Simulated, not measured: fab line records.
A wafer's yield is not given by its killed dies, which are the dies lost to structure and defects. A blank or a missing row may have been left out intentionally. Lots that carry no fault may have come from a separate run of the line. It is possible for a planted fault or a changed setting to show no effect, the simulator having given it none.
fab line records	flow nandHarc
record: lots: 11	wafers: 33	lastDay: 31
route steps=1302 shown A_STAIRCASE@736 END@1302
lots with no fault: from the same line, run without faults
startH: the number of hours between the record's first day and the start of the first shown wafer of the lot	waitH: hours from the lot's prior step to this one	" unchanged from the row above	L1.1+2: a row that stands for several wafers	- no value, or no start given	* or withheld: withheld	< > ~ a bound
route shown NAME@n: a module of which the file shows steps, and the number in the route of the first	usual: mean/standard deviation of fault-free wafers	same: alike in all rows	chamber/n: place in a boat	sites: the reading at each site	_std_site: standard deviation across them	_edge_site: mean of outer sites minus mean of inner sites	radiusMm: for every site, how far away it sits from the centre of the wafer	mask NAME#n: copy n	behind: the last tool/chamber to shape the wafer	hold: the reason the lot was held/the length of the hold in hours/how it ended	device: which transistor (n, p or np) failed to switch	end of line: the same wafers' tests at the end of the route	a step given without rows: its recipe and nothing more	killed: count of dies lost to structure and defects at first sort (not the wafer's yield)	map: a wafer's dies, marking killed ones x, the rest . and places with no die _
set.NAME: the setting as run; set.NAME@STEP: as run at that earlier step	model.NAME: the simulator's own value behind a step, which no gauge read
steps of the route over a sample of lots; a table a step, a row a wafer
services: from which hour (startH, from the record's first day; less than 0 if before it) a tool's chamber was out of use, for how many hours, and why
== steps ==
step: NHARC_A_STAIRCASE_TRIM_222
recipe: timeS: 211.2	o2FlowSccm: 500	arFlowSccm: 0	biasW: 0	chemistry: O2
usual: drypumpMotorCurrentA: 5.7/0.34	oesProductAu: 0.999/0.014	rfVppV: 57.8/0.85	showerheadPlenumPTorr: 3.52/0.16	throttleValvePct: 17.036/0.0087
same: biasW: 0
lot.wafer	tool	chamber	startH	waitH	drypumpMotorCurrentA	oesProductAu	rfHoursCounterH	rfVppV	showerheadPlenumPTorr	throttleValvePct
L406.2	rieDiel-13	0	-	-	5.6	0.995	12	57.9	3.53	17.030
L406.1	"	1	"	"	5.9	1.015	10	57.6	3.34	17.034
L406.5	"	2	"	"	5.2	1.020	-	58.1	3.66	17.036
L409.2	rieDiel-09	3	-	-	5.3	0.998	28	56.3	3.44	17.043
L409.4	"	1	"	"	5.9	0.986	22	57.2	3.41	17.036
L409.6	"	3	"	"	5.3	1.002	-	56.7	3.44	17.030
L411.1	rieDiel-04	2	-	-	5.6	0.973	15	57.0	3.30	17.025
L411.3	"	3	"	"	6.2	0.991	14	57.9	3.36	17.034
L411.6	"	2	"	"	5.6	0.974	-	57.1	3.30	17.039
L414.3	rieDiel-04	0	-	-	5.8	1.016	19	57.7	3.72	17.035
L414.1	"	1	"	"	5.4	0.984	16	57.1	3.48	17.027
L414.4	"	2	"	"	5.6	0.991	21	57.4	3.30	17.027
L413.2	rieDiel-09	2	-	-	6.2	0.983	42	57.7	3.64	17.038
L413.4	"	0	"	"	6.0	0.985	-	57.8	3.76	17.040
L413.6	"	2	"	"	6.2	0.993	-	58.1	3.64	17.047
L415.3	rieDiel-13	3	-	-	5.2	0.987	35	56.7	3.73	17.049
L415.5	"	1	"	"	5.9	0.995	-	56.9	3.33	17.047
L415.6	"	2	"	"	5.2	1.007	-	56.8	3.64	17.030
L417.1	rieDiel-13	0	-	-	5.6	1.013	45	58.7	3.51	17.050
L417.5	"	1	"	"	5.8	1.004	-	58.0	3.32	17.048
L417.6	"	2	"	"	5.2	1.015	-	59.4	3.64	17.036
L418.1	rieDiel-09	0	-	-	6.0	0.988	54	59.7	3.75	17.029
L418.3	"	2	"	"	6.2	0.989	55	60.5	3.63	17.036
L418.6	"	0	"	"	6.0	0.987	-	57.4	3.75	17.044
L421.2	rieDiel-04	0	-	-	5.7	1.025	50	57.9	3.71	17.029
L421.4	"	1	"	"	5.4	0.989	48	57.0	3.46	17.048
L421.3	"	2	"	"	5.6	0.993	54	57.3	3.28	17.039
L422.3	rieDiel-13	3	-	-	5.2	0.999	0	57.6	3.71	17.034
L422.5	"	1	"	"	5.9	0.985	-	58.7	3.32	17.034
L422.6	"	2	"	"	5.2	1.029	-	58.3	3.63	17.055
L423.3	rieDiel-09	1	-	-	5.9	0.986	12	57.3	3.39	17.046
L423.5	"	0	"	"	6.0	0.991	-	56.7	3.74	17.023
L423.6	"	1	"	"	5.9	0.987	-	57.7	3.39	17.025
step: NHARC_A_STAIRCASE_ETCH_227
recipe: targetDepthA: 1000	timeS: 40.5	ionEnergyEv: 400	c4f8FlowSccm: 20	o2FlowSccm: 10	arFlowSccm: withheld	rfW: 600	biasW: 1000	chemistry: C4F8/O2
usual: biasW: 1000.0/2.8	chamberPressureMTorr: 25.002/0.024	oesProductAu: 0.943/0.014	rfVppV: 896/5.7
lot.wafer	tool	chamber	startH	waitH	biasW	chamberPressureMTorr	oesProductAu	rfHoursCounterH	rfVppV
L406.1	rieDiel-13	1	-	-	999.5	24.993	0.964	10	889
L406.2	"	3	"	"	1001.5	25.004	0.932	11	905
L406.5	"	0	"	"	991.1	25.024	0.961	-	897
L409.2	rieDiel-09	0	-	-	1000.9	24.978	0.935	31	904
L409.4	"	1	"	"	1004.1	24.898	0.946	22	890
L409.6	"	1	"	"	1005.7	25.021	0.943	-	891
L411.1	rieDiel-04	0	-	-	999.3	25.013	0.971	14	903
L411.3	"	2	"	"	998.4	25.006	0.919	15	888
L411.6	"	3	"	"	1000.2	24.982	0.952	-	889
L414.3	rieDiel-04	1	-	-	1005.6	24.990	0.921	17	893
L414.4	"	3	"	"	999.2	24.991	0.945	21	890
L414.1	"	0	"	"	1000.7	24.973	0.962	20	903
L413.2	rieDiel-09	3	-	-	1001.8	24.999	0.940	42	893
L413.6	"	0	"	"	998.4	24.988	0.931	-	904
L413.4	"	2	"	"	998.8	24.994	0.931	-	897
L415.3	rieDiel-13	1	-	-	997.0	24.974	0.935	38	887
L415.6	"	3	"	"	1003.9	24.997	0.939	-	904
L415.5	"	0	"	"	1001.2	25.002	0.947	-	897
L417.1	rieDiel-13	1	-	-	1000.4	25.059	0.950	45	888
L417.5	"	2	"	"	1000.9	25.011	0.949	-	900
L417.6	"	3	"	"	1004.4	24.998	0.919	-	903
L418.1	rieDiel-09	1	-	-	1000.0	24.994	0.937	46	891
L418.3	"	3	"	"	1000.1	24.960	0.944	56	892
L418.6	"	2	"	"	995.0	24.996	0.929	-	899
L421.3	rieDiel-04	2	-	-	995.1	24.999	0.946	54	887
L421.2	"	3	"	"	1003.1	24.972	0.953	53	888
L421.4	"	1	"	"	1003.6	25.062	0.923	48	891
L422.3	rieDiel-13	2	-	-	999.2	24.995	0.966	1	900
L422.5	"	1	"	"	1001.8	24.990	0.928	-	889
L422.6	"	2	"	"	999.0	25.001	0.959	-	900
L423.3	rieDiel-09	2	-	-	993.5	24.998	0.929	13	899
L423.5	"	3	"	"	996.0	25.000	0.963	-	891
L423.6	"	0	"	"	1004.3	24.979	0.919	-	904
step: NHARC_A_STAIRCASE_ETCH_232
recipe: targetDepthA: 1000	timeS: 40.5	ionEnergyEv: 400	c4f8FlowSccm: 20	o2FlowSccm: 10	arFlowSccm: withheld	rfW: 600	biasW: 1000	chemistry: C4F8/O2
usual: biasW: 1000/3.2	chamberPressureMTorr: 25.001/0.023	oesProductAu: 0.940/0.016	rfVppV: 895/5.9
lot.wafer	tool	chamber	startH	waitH	biasW	chamberPressureMTorr	oesProductAu	rfHoursCounterH	rfVppV
L406.2	rieDiel-04	0	-	-	1001	25.009	0.974	5	905
L406.1	"	3	"	"	997	25.005	0.955	4	888
L406.5	"	1	"	"	1007	24.999	0.963	-	895
L409.4	rieDiel-09	1	-	-	1003	25.052	0.933	22	890
L409.2	"	0	"	"	995	25.019	0.925	32	905
L409.6	"	1	"	"	1001	24.987	0.933	-	891
L411.3	rieDiel-04	3	-	-	1001	25.011	0.936	14	888
L411.1	"	1	"	"	1006	24.984	0.931	12	895
L411.6	"	3	"	"	1004	25.022	0.944	-	891
L414.4	rieDiel-04	0	-	-	1004	24.982	0.958	21	903
L414.1	"	1	"	"	1002	24.989	0.933	18	893
L414.3	"	2	"	"	998	24.970	0.920	23	887
L413.2	rieDiel-13	1	-	-	996	25.004	0.959	36	888
L413.4	"	2	"	"	996	25.013	0.970	30	900
L413.6	"	2	"	"	1000	24.992	0.966	-	900
L415.3	rieDiel-13	2	-	-	1001	24.970	0.935	32	901
L415.5	"	2	"	"	1001	25.010	0.940	-	901
L415.6	"	3	"	"	998	25.033	0.914	-	903
L417.1	rieDiel-04	3	-	-	997	24.980	0.948	33	890
L417.6	"	1	"	"	997	25.020	0.945	-	894
L417.5	"	2	"	"	995	25.000	0.951	-	887
L418.1	rieDiel-09	2	-	-	1000	25.034	0.922	55	900
L418.3	"	3	"	"	998	25.019	0.933	56	894
L418.6	"	2	"	"	1002	24.966	0.918	-	899
L421.3	rieDiel-13	3	-	-	996	24.975	0.944	1	903
L421.4	"	1	"	"	1007	24.994	0.934	2	886
L421.2	"	2	"	"	996	24.967	0.956	1	900
L422.3	rieDiel-09	0	-	-	1001	24.979	0.923	9	905
L422.6	"	2	"	"	1004	24.972	0.922	-	900
L422.5	"	3	"	"	1000	24.978	0.957	-	891
L423.3	rieDiel-09	1	-	-	999	25.026	0.919	12	892
L423.6	"	1	"	"	996	25.037	0.920	-	892
L423.5	"	2	"	"	998	24.988	0.928	-	899
step: NHARC_A_STAIRCASE_ETCH_253
recipe: targetDepthA: 500	timeS: 20.2	ionEnergyEv: 400	c4f8FlowSccm: 20	o2FlowSccm: 10	arFlowSccm: withheld	rfW: 600	biasW: 1000	chemistry: C4F8/O2
usual: biasW: 999.7/2.8	chamberPressureMTorr: 24.996/0.023	oesProductAu: 0.959/0.02	rfVppV: 896/6
lot.wafer	tool	chamber	startH	waitH	biasW	chamberPressureMTorr	oesProductAu	rfHoursCounterH	rfVppV
L406.2	rieDiel-04	2	385.68	0.1	1001.2	24.984	0.941	5	886
L406.1	"	0	"	"	999.5	24.972	0.981	6	903
L406.5	"	2	"	"	1001.3	25.014	0.935	-	887
L409.2	rieDiel-09	0	415.10	0.1	1002.0	24.960	0.947	32	903
L409.4	"	2	"	"	1000.3	24.986	0.952	26	901
L409.6	"	3	"	"	997.0	25.003	0.980	-	892
L411.1	rieDiel-09	1	428.30	0.1	1000.2	24.978	0.973	30	891
L411.3	"	2	"	"	1002.9	24.978	0.966	34	900
L411.6	"	3	"	"	1000.0	24.979	0.981	-	892
L414.4	rieDiel-04	1	445.23	0.1	997.9	25.010	0.956	19	895
L414.3	"	3	"	"	1002.0	24.992	0.956	23	891
L414.1	"	0	"	"	1002.6	24.974	0.977	22	903
L413.2	rieDiel-04	2	450.46	0.1	1002.2	24.998	0.953	25	886
L413.4	"	1	"	"	997.7	24.970	0.976	20	893
L413.6	"	2	"	"	1003.0	24.959	0.955	-	889
L415.3	rieDiel-09	3	459.13	0.1	999.4	25.002	0.940	48	893
L415.5	"	0	"	"	996.8	25.011	0.931	-	903
L415.6	"	1	"	"	999.7	24.978	0.940	-	892
L417.1	rieDiel-04	0	478.75	0.1	1000.6	24.987	0.983	32	903
L417.5	"	3	"	"	996.7	25.003	0.972	-	889
L417.6	"	0	"	"	999.9	24.981	0.974	-	902
L418.1	rieDiel-09	3	488.58	0.1	1004.1	24.995	0.961	58	891
L418.3	"	1	"	"	1000.2	24.997	0.963	47	892
L418.6	"	0	"	"	996.5	24.958	0.943	-	902
L421.2	rieDiel-13	3	532.90	0.1	1002.7	25.015	0.955	2	903
L421.4	"	0	"	"	1000.9	24.954	0.975	2	895
L421.3	"	1	"	"	997.5	24.984	0.963	2	887
L422.3	rieDiel-04	1	533.49	0.1	-	-	-	-	-
L422.5	"	2	"	"	-	-	-	-	-
L422.6	"	3	"	"	-	-	-	-	-
L423.3	rieDiel-09	3	545.40	0.1	-	-	-	-	-
L423.5	"	3	"	"	-	-	-	-	-
L423.6	"	0	"	"	-	-	-	-	-
step: NHARC_END_SORT_01
recipe: tempC: 25
usual: killedAtArray: 54/17	killedAtOther: 0.7/1	killedAtPeriphery: 3.7/2.9	killedDies: 58/16	killedOpen: 3.2/1.9	killedShort: 2.2/1.5
same: grossDies: 677
lot.wafer	tool	chamber	startH	waitH	killedAtArray	killedAtOther	killedAtPeriphery	killedDies	killedOpen	killedShort
L422.3	prober-01	0	728.34	3.1	674	0	3	677	2	1
L422.5	prober-01	0	729.94	3.7	671	0	6	677	4	5
L422.6	prober-01	0	730.74	4.0	665	0	12	677	7	1
L423.3	prober-01	0	737.67	3.1	675	0	2	677	4	2
L423.5	prober-01	0	739.24	3.7	675	0	2	677	0	2
L423.6	prober-01	0	740.03	3.9	675	0	2	677	3	1
killed by level:class
L422.3 A_STAIRCASE:areaEtch=624 A_SLIT:chamberFilmFlake=15 A_CHANNEL_HOLE_D1:chamberFilmFlake=9 A_CONTACT:chamberFilmFlake=9 A_CHANNEL_HOLE_D2:chamberFilmFlake=8 A_STAIRCASE:chamberFilmFlake=7 P_CONTACT:geometricParticle:open=1 P_M0:geometricParticle:short=1
L422.5 A_STAIRCASE:areaEtch=612 A_CHANNEL_HOLE_D2:chamberFilmFlake=18 A_SLIT:chamberFilmFlake=15 A_CONTACT:chamberFilmFlake=6 A_CHANNEL_HOLE_D1:chamberFilmFlake=5 A_STAIRCASE:chamberFilmFlake=4 A_CHANNEL_FILL_D2:chamberFilmFlake=3 A_WL_FILL:geometricParticle:short=2
L422.6 A_STAIRCASE:areaEtch=594 A_SLIT:chamberFilmFlake=26 A_CHANNEL_HOLE_D2:chamberFilmFlake=15 A_CONTACT:chamberFilmFlake=10 A_CHANNEL_HOLE_D1:chamberFilmFlake=6 A_STAIRCASE:chamberFilmFlake=5 P_GATE:chamberFilmFlake=4 P_ZERO_WELL:chamberFilmFlake=3
L423.3 A_STAIRCASE:areaEtch=600 A_CHANNEL_HOLE_D1:chamberFilmFlake=28 A_CHANNEL_HOLE_D2:chamberFilmFlake=20 A_SLIT:chamberFilmFlake=15 A_SGD_CUT:chamberFilmFlake=4 A_CHANNEL_FILL_D1:chamberFilmFlake=2 P_GATE:geometricParticle:open=1 A_ONON_D1:geometricParticle:open=1
L423.5 A_STAIRCASE:areaEtch=608 A_CHANNEL_HOLE_D1:chamberFilmFlake=27 A_SLIT:chamberFilmFlake=15 A_CHANNEL_HOLE_D2:chamberFilmFlake=8 A_SGD_CUT:chamberFilmFlake=5 A_CONTACT:chamberFilmFlake=4 A_CHANNEL_FILL_D1:chamberFilmFlake=2 A_WL_FILL:chamberFilmFlake=2
L423.6 A_STAIRCASE:areaEtch=592 A_CHANNEL_HOLE_D1:chamberFilmFlake=30 A_SLIT:chamberFilmFlake=22 A_CHANNEL_HOLE_D2:chamberFilmFlake=16 A_CONTACT:chamberFilmFlake=6 A_SGD_CUT:chamberFilmFlake=3 A_WL_FILL:chamberFilmFlake=3 P_M0:geometricParticle:open=1
== services ==
tool	chamber	startH	hours	kind
rieDiel-04	3	362.74	5.2	repair
rieDiel-09	0	381.03	-	clean
rieDiel-09	1	381.03	-	clean
rieDiel-09	2	381.03	-	clean
rieDiel-09	3	381.03	-	clean
rieDiel-13	2	384.14	13.5	repair
rieDiel-09	1	399.58	2.5	repair
rieDiel-09	0	405.58	-	clean
rieDiel-09	1	405.58	-	clean
rieDiel-09	2	405.58	-	clean
rieDiel-09	3	405.58	-	clean
rieDiel-09	0	430.12	-	clean
rieDiel-09	1	430.12	-	clean
rieDiel-09	2	430.12	-	clean
rieDiel-09	3	430.12	-	clean
rieDiel-09	1	443.80	8.7	repair
rieDiel-09	0	454.65	-	clean
rieDiel-09	1	454.65	-	clean
rieDiel-09	2	454.65	-	clean
rieDiel-09	3	454.65	-	clean
rieDiel-09	-	497.14	9.0	pm
rieDiel-13	-	519.23	9.0	pm
rieDiel-04	-	534.14	9.0	pm
rieDiel-13	0	543.73	4.0	repair
== key ==
firstSign: step: NHARC_A_STAIRCASE_ETCH_253	reading: toolRecord	direction: missing
effect: step: NHARC_END_SORT_01	reading: killedDies	direction: up	sigmas: 38	usual: 58	struck: 677
moreKillsBornAt: NHARC_A_STAIRCASE_ETCH_253@rieDiel-04: 1830	NHARC_A_STAIRCASE_ETCH_253@rieDiel-09: 1800
metAt NHARC_A_STAIRCASE_ETCH_253
struckLots L422,L423
laterRowsLeftOut L422.3,L422.5,L422.6,L423.3,L423.5,L423.6
testerLeftOut L422,L423
notActingAt NHARC_A_STAIRCASE_TRIM_222,NHARC_A_STAIRCASE_ETCH_227,NHARC_A_STAIRCASE_ETCH_232
onsetBetween 488.58 533.49
fault: kind: skippedStepWhole	tool: rieDiel-04,rieDiel-09	chamber: -	onsetH: 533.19	steps: NHARC_A_STAIRCASE_ETCH_253	scope: struckLotsOnly
testerLeftOut: of these lots the tester's yield and bins aren't shown, on N5 and GAA mostly nor the transistor test; their killed dies are dies lost to structure and defects alone, not to doping, threshold or leakage, so they don't give the yield
laterRowsLeftOut: the simulator's readings of these wafers behind a module that went badly wrong aren't trusted and aren't shown, but for the sort
